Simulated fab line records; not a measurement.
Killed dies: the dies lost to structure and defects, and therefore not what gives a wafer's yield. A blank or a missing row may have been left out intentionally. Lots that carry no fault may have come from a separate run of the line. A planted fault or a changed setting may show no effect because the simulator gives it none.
Split-lot trial :: flow n5_finfet :: 21 wafers read across 7 lots, on a route 1938 steps long

## ABOUT THE SPLIT
At N5_MOL_CONTACT_COAG_ETCH_105 (etches SiARC in CF4, target depth 15.6 nm, time 26 s), the setting bias_w was moved away from the recipe's 36 W on 9 of the 21 wafers read, by -17.2% to +15.7%. The other wafers ran this setting at the recipe's value.

The reading is taken at the split's own step.

## THE READING
rf_vpp_V, in V, at N5_MOL_CONTACT_COAG_ETCH_105 (etches SiARC in CF4, target depth 15.6 nm, time 26 s). Typical for fault-free wafers on this fab line: 184.1 V, with standard deviation 1 V.

wafer: L074.4
tool, chamber at the split: rie_diel-01, 0
bias_w as run, W: 38.9
against the recipe: +8.1%
rf_vpp_V, V: 193.5
against lot-mates on the recipe: +11.0

wafer: L074.5
tool, chamber at the split: rie_diel-01, 1
bias_w as run, W: 38.9
against the recipe: +8.1%
rf_vpp_V, V: 195.6
against lot-mates on the recipe: +13.1

wafer: L074.6
tool, chamber at the split: rie_diel-01, 2
bias_w as run, W: 36
against the recipe: recipe
rf_vpp_V, V: 182.5
against lot-mates on the recipe: -

wafer: L080.1
tool, chamber at the split: rie_diel-04, 1
bias_w as run, W: 36
against the recipe: recipe
rf_vpp_V, V: 183.9
against lot-mates on the recipe: -

wafer: L080.3
tool, chamber at the split: rie_diel-04, 2
bias_w as run, W: 32.1
against the recipe: -10.8%
rf_vpp_V, V: 171.3
against lot-mates on the recipe: -12.6

wafer: L080.4
tool, chamber at the split: rie_diel-04, 2
bias_w as run, W: 32.1
against the recipe: -10.8%
rf_vpp_V, V: 170.1
against lot-mates on the recipe: -13.8

wafer: L082.1
tool, chamber at the split: rie_diel-04, 0
bias_w as run, W: 36
against the recipe: recipe
rf_vpp_V, V: 184.5
against lot-mates on the recipe: -

wafer: L082.4
tool, chamber at the split: rie_diel-04, 2
bias_w as run, W: 40.87
against the recipe: +13.5%
rf_vpp_V, V: 199.3
against lot-mates on the recipe: +14.8

wafer: L082.5
tool, chamber at the split: rie_diel-04, 3
bias_w as run, W: 40.87
against the recipe: +13.5%
rf_vpp_V, V: 200.3
against lot-mates on the recipe: +15.8

wafer: L088.1
tool, chamber at the split: rie_diel-04, 3
bias_w as run, W: 29.79
against the recipe: -17.2%
rf_vpp_V, V: 163.9
against lot-mates on the recipe: -19.3

wafer: L088.3
tool, chamber at the split: rie_diel-04, 2
bias_w as run, W: 36
against the recipe: recipe
rf_vpp_V, V: 183.2
against lot-mates on the recipe: -

wafer: L088.5
tool, chamber at the split: rie_diel-04, 2
bias_w as run, W: 29.79
against the recipe: -17.2%
rf_vpp_V, V: 164.0
against lot-mates on the recipe: -19.2

wafer: L090.2
tool, chamber at the split: rie_diel-05, 3
bias_w as run, W: 36
against the recipe: recipe
rf_vpp_V, V: 183.0
against lot-mates on the recipe: -

wafer: L090.5
tool, chamber at the split: rie_diel-05, 2
bias_w as run, W: 36
against the recipe: recipe
rf_vpp_V, V: 184.8
against lot-mates on the recipe: -

wafer: L090.6
tool, chamber at the split: rie_diel-05, 3
bias_w as run, W: 41.65
against the recipe: +15.7%
rf_vpp_V, V: 203.5
against lot-mates on the recipe: +19.6

wafer: L095.2
tool, chamber at the split: rie_diel-05, 1
bias_w as run, W: 36
against the recipe: recipe
rf_vpp_V, V: 183.7
against lot-mates on the recipe: -

wafer: L095.3
tool, chamber at the split: rie_diel-05, 2
bias_w as run, W: 36
against the recipe: recipe
rf_vpp_V, V: 183.6
against lot-mates on the recipe: -

wafer: L095.5
tool, chamber at the split: rie_diel-05, 3
bias_w as run, W: 36
against the recipe: recipe
rf_vpp_V, V: 184.7
against lot-mates on the recipe: -

wafer: L096.2
tool, chamber at the split: rie_diel-05, 1
bias_w as run, W: 36
against the recipe: recipe
rf_vpp_V, V: 184.7
against lot-mates on the recipe: -

wafer: L096.5
tool, chamber at the split: rie_diel-05, 0
bias_w as run, W: 36
against the recipe: recipe
rf_vpp_V, V: 183.4
against lot-mates on the recipe: -

wafer: L096.6
tool, chamber at the split: rie_diel-05, 3
bias_w as run, W: 36
against the recipe: recipe
rf_vpp_V, V: 183.3
against lot-mates on the recipe: -

THE FIT
A straight line over all 21 wafers: rf_vpp_V changes by +1.2 V for each +1% of bias_w; r = +1.00; the points scatter about the line by 0.85 V.
The same after taking each lot's own level away (the mean of its wafers on the recipe; 21 wafers): +1.19 V for each +1%; r = +0.99; scatter 1.1 V.
On that fit, the largest move of bias_w shifts the reading by 20 V.
Measured against the standard deviation above, the lots' own levels, which go from 182.50 to 184.50 V, span 2.0 times it.
So the lot-to-lot level changes the slope little: the two slopes agree.
Check: with one of the wafers moved furthest among these (-17.2%) left out of the fit, the line predicts -20.4 V for it against its lot-mates. Against them it came out at -19.3 V.
Tool readings at the split's step, against how far the setting was moved: rf_vpp_V r = +1.00.

## OTHER SPLITS ON THESE WAFERS
Note: prior to the reading, these wafers also went through further splits. Each is held against what the fit with the lots' levels taken away leaves over:
other split on the same wafers: N5_MOL_CONTACT_COAG_COAT_02 spin_rpm
wafers away from the commonest value: 10
r with rf_vpp_V (lot level and that fit taken away): -0.25

## THE FILE'S OWN FIT
rf_vpp_V changes by +1.2 V for each +1% of bias_w, r = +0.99.
